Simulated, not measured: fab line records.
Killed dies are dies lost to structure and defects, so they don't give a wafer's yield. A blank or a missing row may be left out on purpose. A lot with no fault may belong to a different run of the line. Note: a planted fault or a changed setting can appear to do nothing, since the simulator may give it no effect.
fab line records | flow nand_harc | part 1 of 2: steps 1 to 4 of 6
[record] lots = 22 wafers = 66 last_day = 34
route steps=1302 shown A_CHANNEL_HOLE_D2@582 A_CHANNEL_FILL_D2@638 A_STAIRCASE@652
lots untouched by any fault: they come from a run of this same line in which no faults occurred
start_h: start of the lot's first displayed wafer, in hours after the record's first day | wait_h: how many hours have passed since the lot's step before this one | " repeats the value in the row above | L1.1+2: a row that stands for several wafers | - value missing, or start not given | * or withheld: withheld | < > ~ a bound
route shown NAME@n: names a module that has steps shown in the file, with the first one's number in the route | usual: average and standard deviation across the fault-free wafers | same: alike in all rows | chamber/n: place in a boat | sites: readings site by site | _std_site: the standard deviation of these | _edge_site: mean of outer sites minus mean of inner sites | radius_mm: how far each site lies from the wafer's centre | mask NAME#n: copy n | behind: tool/chamber where the wafer was last shaped | hold: what put the lot on hold/how long, in hours/how the hold closed | device: the transistor (n, p or np) that didn't switch | end of line: the tests these same wafers got at the end of their route | a step given without rows: its recipe and nothing more | killed: the dies lost at the first sort to structure and to defects; this is not the yield of the wafer | map: shows each die of a wafer: x if killed, . if not, _ if none is there
set.NAME: the setting as run; set.NAME@STEP: as run at that earlier step | model.NAME: the simulator's own value behind a step, which no gauge read
one table for each step of the route and one row for each wafer, over a sample of lots
services: when a tool's chamber went out of use (start_h, in hours from the record's first day, below 0 if earlier), for how many hours, and the reason
[[steps]]
[step NHARC_A_CHANNEL_HOLE_D2_CD_MEAS_10]
[recipe] target_cd_nm = 100 landing_energy_ev = 500
[usual] cd_nm = 100.1/0.66
// columns lot.wafer tool chamber start_h wait_h cd_nm
L075.1 cd_sem-03 0 293.20 - 100.0
L075.2 " 0 " " 100.2
L075.5 " 0 " " 100.1
L074.1 cd_sem-01 0 293.90 - 100.7
L074.3 " 0 " " 99.2
L074.6 " 0 " " 99.9
L077.2 cd_sem-02 0 326.17 - 99.9
L077.3 " 0 " " 100.3
L077.5 " 0 " " 101.0
L078.2 cd_sem-02 0 326.33 - 101.1
L078.3 " 0 " " 100.1
L078.5 " 0 " " 100.8
L079.3 cd_sem-03 0 346.99 - 100.0
L079.5 " 0 " " 100.0
L079.6 " 0 " " 100.8
L081.1 cd_sem-01 0 359.61 - 100.2
L081.2 " 0 " " 100.5
L081.5 " 0 " " 100.2
L080.1 cd_sem-01 0 359.63 - 100.5
L080.4 " 0 " " 99.3
L080.6 " 0 " " 100.1
L082.2 cd_sem-02 0 371.07 - 99.8
L082.3 " 0 " " 99.1
L082.5 " 0 " " 100.8
L083.1 cd_sem-01 0 389.62 - 99.3
L083.2 " 0 " " 98.0
L083.4 " 0 " " 99.9
L084.2 cd_sem-03 0 400.90 - 99.7
L084.5 " 0 " " 100.1
L084.6 " 0 " " 99.7
L085.3 cd_sem-03 0 413.95 - 100.2
L085.4 " 0 " " 100.4
L085.5 " 0 " " 99.8
L086.3 cd_sem-02 0 414.53 - 100.6
L086.5 " 0 " " 101.0
L086.6 " 0 " " 100.4
L088.4 cd_sem-01 0 443.87 - 99.9
L088.5 " 0 " " 99.0
L088.6 " 0 " " 99.6
L087.1 cd_sem-03 0 448.44 - 101.1
L087.3 " 0 " " 100.3
L087.6 " 0 " " 101.5
L090.3 cd_sem-01 0 449.14 - 99.6
L090.5 " 0 " " 99.9
L090.6 " 0 " " 100.2
L089.2 cd_sem-03 0 449.59 - 100.8
L089.4 " 0 " " 99.6
L089.5 " 0 " " 100.1
L092.1 cd_sem-02 0 462.71 - 100.2
L092.3 " 0 " " 100.1
L092.4 " 0 " " 98.2
L094.2 cd_sem-03 0 492.30 - 99.9
L094.3 " 0 " " 101.4
L094.4 " 0 " " 100.1
L093.1 cd_sem-02 0 492.70 - 100.4
L093.2 " 0 " " 99.9
L093.6 " 0 " " 100.1
L095.1 cd_sem-03 0 510.78 - 98.8
L095.2 " 0 " " 100.7
L095.5 " 0 " " 101.6
L096.1 cd_sem-03 0 511.11 - 99.3
L096.4 " 0 " " 99.6
L096.6 " 0 " " 99.7
L097.1 cd_sem-01 0 521.60 - 99.8
L097.3 " 0 " " 100.5
L097.5 " 0 " " 99.5
[step NHARC_A_CHANNEL_HOLE_D2_DESCUM_15]
[recipe] time_s = 3 o2_flow_sccm = 200 ar_flow_sccm = 0 bias_power_w = 0 chemistry = O2
[usual] chamber_pressure_mTorr = 60.00/0.052 drypump_motor_current_A = 5.66/0.24 oes_product_au = 0.995/0.013 rf_vpp_V = 57.8/0.93 showerhead_plenum_p_Torr = 1.93/0.097 throttle_valve_pct = 11.311/0.0092
[same] bias_power_w = 0
// columns lot.wafer tool chamber start_h wait_h chamber_pressure_mTorr drypump_motor_current_A oes_product_au rf_hours_counter_h rf_vpp_V showerhead_plenum_p_Torr throttle_valve_pct
L075.2 rie_diel-07 2 293.39 0.1 60.08 5.63 0.985 10 58.7 1.78 11.315
L075.1 " 3 " " 60.01 5.30 0.991 10 58.1 1.84 11.321
L075.5 " 2 " " 60.01 5.63 0.999 - 55.7 1.78 11.311
L074.1 rie_diel-01 1 294.11 0.1 60.07 5.40 0.988 5 57.4 1.83 11.314
L074.3 " 2 " " 59.97 5.74 0.983 4 59.7 2.05 11.308
L074.6 " 0 " " 60.05 6.01 0.981 - 57.7 1.80 11.296
L077.2 rie_diel-01 2 326.36 0.1 59.98 5.69 0.991 6 58.3 2.05 11.310
L077.3 " 0 " " 60.02 6.01 0.984 7 57.0 1.80 11.331
L077.5 " 3 " " 59.99 5.86 0.973 - 58.4 2.03 11.314
L078.2 rie_diel-07 3 326.51 0.1 59.93 5.28 0.996 1 58.0 1.84 11.299
L078.3 " 2 " " 60.04 5.64 0.993 1 57.1 1.78 11.313
L078.5 " 3 " " 59.92 5.28 0.991 - 57.0 1.84 11.311
L079.3 rie_diel-01 3 347.17 0.1 60.01 5.83 0.976 8 56.4 2.03 11.304
L079.5 " 3 " " 60.01 5.82 0.972 - 58.7 2.03 11.303
L079.6 " 0 " " 59.93 6.00 0.981 - 58.4 1.80 11.318
L081.1 rie_diel-01 3 359.79 0.1 59.94 5.86 0.983 10 58.5 2.03 11.320
L081.2 " 1 " " 60.03 5.39 1.000 9 57.4 1.82 11.316
L081.5 " 3 " " 59.96 5.87 0.989 - 57.7 2.03 11.309
L080.4 rie_diel-07 0 359.83 0.1 59.99 5.91 1.005 4 59.4 2.03 11.304
L080.1 " 2 " " 59.91 5.64 0.991 4 58.3 1.78 11.314
L080.6 " 0 " " 59.99 5.91 1.010 - 57.0 2.03 11.318
L082.2 rie_diel-06 2 371.26 0.1 60.00 5.56 0.994 2 57.4 1.97 11.311
L082.3 " 3 " " 59.97 5.81 0.986 2 59.0 1.99 11.321
L082.5 " 2 " " 60.11 5.53 0.994 - 57.6 1.97 11.331
L083.2 rie_diel-07 0 389.82 0.1 59.95 5.89 0.994 7 60.0 2.03 11.304
L083.4 " 1 " " 60.02 5.51 1.014 7 57.2 1.90 11.315
L083.1 " 3 " " 60.10 5.29 0.989 6 56.7 1.83 11.308
L084.2 rie_diel-01 2 401.09 0.1 60.05 5.68 1.009 0 59.4 2.05 11.313
L084.6 " 1 " " 60.03 5.41 1.009 - 57.6 1.82 11.315
L084.5 " 2 " " 59.98 5.69 1.011 - 59.9 2.05 11.310
L085.4 rie_diel-07 2 414.13 0.1 59.94 5.62 0.992 9 57.5 1.78 11.311
L085.3 " 0 " " 59.94 5.91 0.999 8 57.4 2.03 11.311
L085.5 " 2 " " 60.01 5.62 1.002 - 56.8 1.78 11.309
L086.3 rie_diel-06 2 414.72 0.1 59.96 5.55 1.004 3 58.2 1.97 11.305
L086.6 " 1 " " 59.92 5.66 1.001 - 58.0 1.93 11.304
L086.5 " 2 " " 60.03 5.58 0.999 - 56.2 1.97 11.300
L088.4 rie_diel-07 3 444.05 0.1 59.91 5.33 0.993 9 58.4 1.83 11.317
L088.6 " 3 " " 60.00 5.31 0.987 - 58.2 1.83 11.313
L088.5 " 0 " " 59.94 5.90 1.013 - 58.0 2.02 11.299
L087.3 rie_diel-06 0 448.62 0.1 59.98 5.17 0.975 4 58.6 2.01 11.327
L087.1 " 2 " " 59.97 5.58 1.011 6 57.2 1.97 11.302
L087.6 " 1 " " 59.96 5.62 0.989 - 58.9 1.93 11.310
L090.3 rie_diel-07 3 449.32 0.1 60.06 5.30 0.993 10 56.7 1.83 11.301
L090.6 " 3 " " 59.91 5.30 0.996 - 57.1 1.83 11.318
L090.5 " 0 " " 60.10 5.91 1.017 - 58.0 2.02 11.316
L089.2 rie_diel-06 2 449.77 0.1 59.98 5.54 0.996 6 58.2 1.97 11.297
L089.4 " 1 " " 59.96 5.64 0.995 6 58.3 1.93 11.327
L089.5 " 3 " " 60.09 5.79 0.978 - 58.3 1.98 11.310
L092.1 rie_diel-01 2 462.90 0.1 60.10 5.72 1.009 4 59.2 2.05 11.317
L092.3 " 3 " " 60.07 5.87 0.984 3 58.4 2.02 11.317
L092.4 " 0 " " 60.00 5.98 0.988 4 56.4 1.80 11.318
L094.4 rie_diel-01 3 492.48 0.1 60.05 5.84 0.981 5 58.0 2.02 11.298
L094.2 " 1 " " 60.07 5.40 1.018 7 58.2 1.82 11.290
L094.3 " 2 " " 59.95 5.76 1.002 5 58.8 2.05 11.301
L093.1 rie_diel-07 2 492.90 0.1 60.00 5.62 0.998 1 56.3 1.77 11.337
L093.2 " 3 " " 59.97 5.29 0.998 1 57.2 1.83 11.309
L093.6 " 0 " " 60.01 5.89 0.987 - 58.1 2.02 11.296
L095.1 rie_diel-01 0 510.96 0.1 60.01 6.02 0.985 8 56.1 1.80 11.325
L095.2 " 3 " " 60.05 5.85 0.990 6 58.4 2.02 11.305
L095.5 " 0 " " 60.00 6.03 0.986 - 58.8 1.80 11.316
L096.4 rie_diel-06 2 511.29 0.1 60.03 5.55 1.004 0 58.0 1.97 11.315
L096.1 " 1 " " 60.02 5.73 1.028 0 57.0 1.93 11.305
L096.6 " 2 " " 60.02 5.55 1.005 - 58.6 1.97 11.304
L097.1 rie_diel-01 3 521.79 0.1 59.96 5.83 0.970 7 58.9 2.02 11.302
L097.3 " 1 " " 59.99 5.41 1.011 9 58.7 1.82 11.312
L097.5 " 2 " " 60.06 5.75 0.991 - 58.1 2.05 11.315
[step NHARC_A_CHANNEL_HOLE_D2_ETCH_24]
[recipe] bias_v = 5000 source_w = withheld pressure_mtorr = 20 time_s = 906.2 ar_flow_sccm = 375 c4f8_flow_sccm = 93.8 o2_flow_sccm = 31.2 temp_c = -20 target_depth_a = 15000 chemistry = C4F8/O2/Ar
[usual] chamber_pressure_mTorr = 19.999/0.017 drypump_motor_current_A = 5.99/0.1 he_backside_leak_sccm = 5.5/0.52 showerhead_plenum_p_Torr = 3.71/0.1 throttle_valve_pct = 32.235/0.0089
// columns lot.wafer tool chamber start_h wait_h chamber_pressure_mTorr drypump_motor_current_A he_backside_leak_sccm rf_hours_counter_h showerhead_plenum_p_Torr throttle_valve_pct
L075.2 har_etch-01 1 296.70 0.6 19.992 5.86 5.5 144 3.70 32.245
L075.1 " 0 " " 19.975 5.95 5.3 144 3.70 32.234
L075.5 " 1 " " 19.988 5.90 5.3 - 3.70 32.232
L074.1 har_etch-01 1 300.99 0.6 19.985 5.84 5.4 148 3.70 32.227
L074.3 " 1 " " 19.988 5.86 5.3 - 3.69 32.234
L074.6 " 0 " " 19.999 5.96 5.3 - 3.69 32.249
L077.2 har_etch-01 1 329.66 0.6 19.976 5.84 5.7 159 3.69 32.235
L077.3 " 0 " " 20.015 5.92 5.3 - 3.69 32.242
L077.5 " 0 " " 19.980 5.94 5.3 - 3.69 32.234
L078.2 har_etch-02 0 332.21 1.2 19.991 6.11 6.1 - 3.72 32.227
L078.3 " 0 " " 19.996 6.11 6.1 - 3.72 32.233
L078.5 " 0 " " 19.999 6.11 6.1 - 3.72 32.230
L079.3 har_etch-01 0 350.89 0.6 20.001 5.98 5.4 - 3.68 32.230
L079.6 " 1 " " 19.993 5.88 5.4 - 3.68 32.225
L079.5 " 0 " " 20.026 5.97 5.4 - 3.68 32.248
L080.1 har_etch-01 1 363.25 0.6 19.983 5.84 5.8 189 3.67 32.228
L080.4 " 0 " " 20.026 5.96 5.5 - 3.67 32.227
L080.6 " 1 " " 20.000 5.83 5.7 - 3.67 32.227
L081.1 har_etch-02 1 364.16 0.6 19.976 6.04 6.3 395 3.91 32.242
L081.2 " 0 " " 19.983 6.13 6.2 403 3.70 32.229
L081.5 " 1 " " 20.021 6.02 6.3 - 3.91 32.246
L082.2 har_etch-01 0 374.54 0.6 19.977 5.98 5.5 193 3.67 32.228
L082.3 " 0 " " 19.985 6.00 5.5 - 3.67 32.221
L082.5 " 0 " " 20.000 5.97 5.4 - 3.67 32.259
L083.2 har_etch-02 1 396.29 0.6 19.985 6.03 5.0 2 3.91 32.245
L083.1 " 0 " " 19.996 6.05 4.7 2 3.70 32.241
L083.4 " 0 " " 19.994 6.13 4.7 - 3.70 32.242
L084.2 har_etch-01 0 404.52 0.6 19.988 5.92 5.7 212 3.66 32.236
L084.6 " 1 " " 20.018 5.87 5.9 - 3.66 32.237
L084.5 " 0 " " 20.010 5.98 5.9 - 3.66 32.241
L085.4 har_etch-01 1 417.71 0.6 20.003 5.82 5.8 - 3.65 32.228
L085.3 " 0 " " 20.030 5.97 5.6 - 3.65 32.232
L085.5 " 0 " " 20.010 5.96 5.6 - 3.65 32.225
L086.3 har_etch-02 1 419.52 0.6 20.013 6.07 4.9 - 3.90 32.241
L086.5 " 0 " " 20.017 6.10 4.9 - 3.69 32.238
L086.6 " 1 " " 19.999 6.07 4.9 - 3.90 32.238
L088.4 har_etch-02 0 447.61 0.6 19.996 6.15 5.0 - 3.68 32.225
L088.5 " 0 " " 20.011 6.16 4.9 - 3.68 32.241
L088.6 " 1 " " 19.978 6.05 5.0 - 3.89 32.231
L087.1 har_etch-01 1 451.94 0.6 20.003 5.93 6.0 239 3.65 32.235
L087.3 " 1 " " 19.990 5.88 5.7 - 3.65 32.239
L087.6 " 1 " " 19.986 5.83 6.2 - 3.65 32.241
L090.3 har_etch-02 0 453.01 0.6 20.009 6.13 5.0 - 3.68 32.224
L090.6 " 1 " " 19.973 6.05 5.3 - 3.89 32.224
L090.5 " 0 " " 19.993 6.09 5.0 - 3.68 32.226
L089.2 har_etch-01 0 456.25 0.6 20.008 5.98 5.6 243 3.64 32.223
L089.4 " 0 " " 19.966 5.97 5.7 - 3.64 32.235
L089.5 " 0 " " 20.030 5.96 5.7 - 3.64 32.230
L092.1 har_etch-02 0 468.60 0.6 20.020 6.14 5.2 44 3.68 32.230
L092.4 " 0 " " 20.010 6.11 5.2 - 3.68 32.238
L092.3 " 1 " " 20.007 6.05 4.7 - 3.89 32.232
L094.2 har_etch-02 0 495.94 0.6 20.001 6.12 5.3 59 3.67 32.238
L094.4 " 1 " " 19.988 6.06 5.3 - 3.88 32.247
L094.3 " 0 " " 20.004 6.07 5.3 - 3.67 32.237
L093.2 har_etch-01 1 496.19 0.6 19.972 5.83 5.7 270 3.63 32.225
L093.1 " 0 " " 19.986 5.98 5.9 270 3.63 32.226
L093.6 " 1 " " 19.996 5.87 5.7 - 3.63 32.240
L095.1 har_etch-02 0 514.27 0.6 19.989 6.08 5.3 71 3.66 32.236
L095.2 " 1 " " 19.994 6.05 5.2 71 3.87 32.235
L095.5 " 1 " " 20.021 6.07 4.7 - 3.87 32.239
L096.1 har_etch-01 0 514.61 0.6 19.968 5.99 5.6 281 3.62 32.236
L096.4 " 1 " " 20.018 5.85 6.0 - 3.62 32.237
L096.6 " 1 " " 19.990 5.87 6.0 - 3.62 32.236
L097.1 har_etch-01 1 525.22 0.6 19.982 5.84 6.1 285 3.62 32.227
L097.3 " 0 " " 20.002 5.97 5.6 - 3.62 32.252
L097.5 " 1 " " 19.994 5.85 6.2 - 3.62 32.214
[step NHARC_A_CHANNEL_FILL_D2_INSPECT_13]
[usual] raw_defect_count = 380/140
// columns lot.wafer tool chamber start_h wait_h raw_defect_count
L075.1 defect_inspect-01 - 352.64 0.2 635
L075.2 " - " " 363
L075.5 " - " " 881
L074.1 defect_inspect-01 - 352.82 0.2 311
L074.3 " - " " 588
L074.6 " - " " 324
L077.2 defect_inspect-02 - 382.01 0.1 379
L077.3 " - " " 398
L077.5 " - " " 421
L078.2 defect_inspect-02 - 389.57 0.1 375
L078.3 " - " " 302
L078.5 " - " " 338
L079.3 defect_inspect-01 - 403.13 0.1 267
L079.5 " - " " 214
L079.6 " - " " 210
L081.1 defect_inspect-02 - 415.84 0.2 615
L081.2 " - " " 335
L081.5 " - " " 421
L080.1 defect_inspect-02 - 415.87 0.2 270
L080.4 " - " " 277
L080.6 " - " " 260
L082.2 defect_inspect-01 - 428.23 0.1 283
L082.3 " - " " 272
L082.5 " - " " 409
L083.1 defect_inspect-02 - 448.62 0.2 228
L083.2 " - " " 267
L083.4 " - " " 233
L084.2 defect_inspect-01 - 457.05 0.1 413
L084.5 " - " " 447
L084.6 " - " " 630
L086.3 defect_inspect-02 - 469.20 0.1 301
L086.5 " - " " 284
L086.6 " - " " 246
L085.3 defect_inspect-01 - 469.23 0.1 646
L085.4 " - " " 721
L085.5 " - " " 812
L088.4 defect_inspect-01 - 505.12 0.1 286
L088.5 " - " " 207
L088.6 " - " " 206
L090.3 defect_inspect-01 - 505.29 0.1 469
L090.5 " - " " 615
L090.6 " - " " 407
L087.1 defect_inspect-02 - 505.32 0.2 327
L087.3 " - " " 369
L087.6 " - " " 333
L089.2 defect_inspect-02 - 508.64 0.1 234
L089.4 " - " " 373
L089.5 " - " " 248
L092.1 defect_inspect-02 - 520.31 0.2 429
L092.3 " - " " 462
L092.4 " - " " 302
L093.1 defect_inspect-01 - 547.92 0.2 285
L093.2 " - " " 337
L093.6 " - " " 416
L094.2 defect_inspect-01 - 548.10 0.1 278
L094.3 " - " " 299
L094.4 " - " " 207
L095.1 defect_inspect-02 - 566.70 0.2 251
L095.2 " - " " 215
L095.5 " - " " 271
L096.1 defect_inspect-01 - 566.70 0.2 333
L096.4 " - " " 247
L096.6 " - " " 454
L097.1 defect_inspect-02 - 577.65 0.2 517
L097.3 " - " " 478
L097.5 " - " " 350
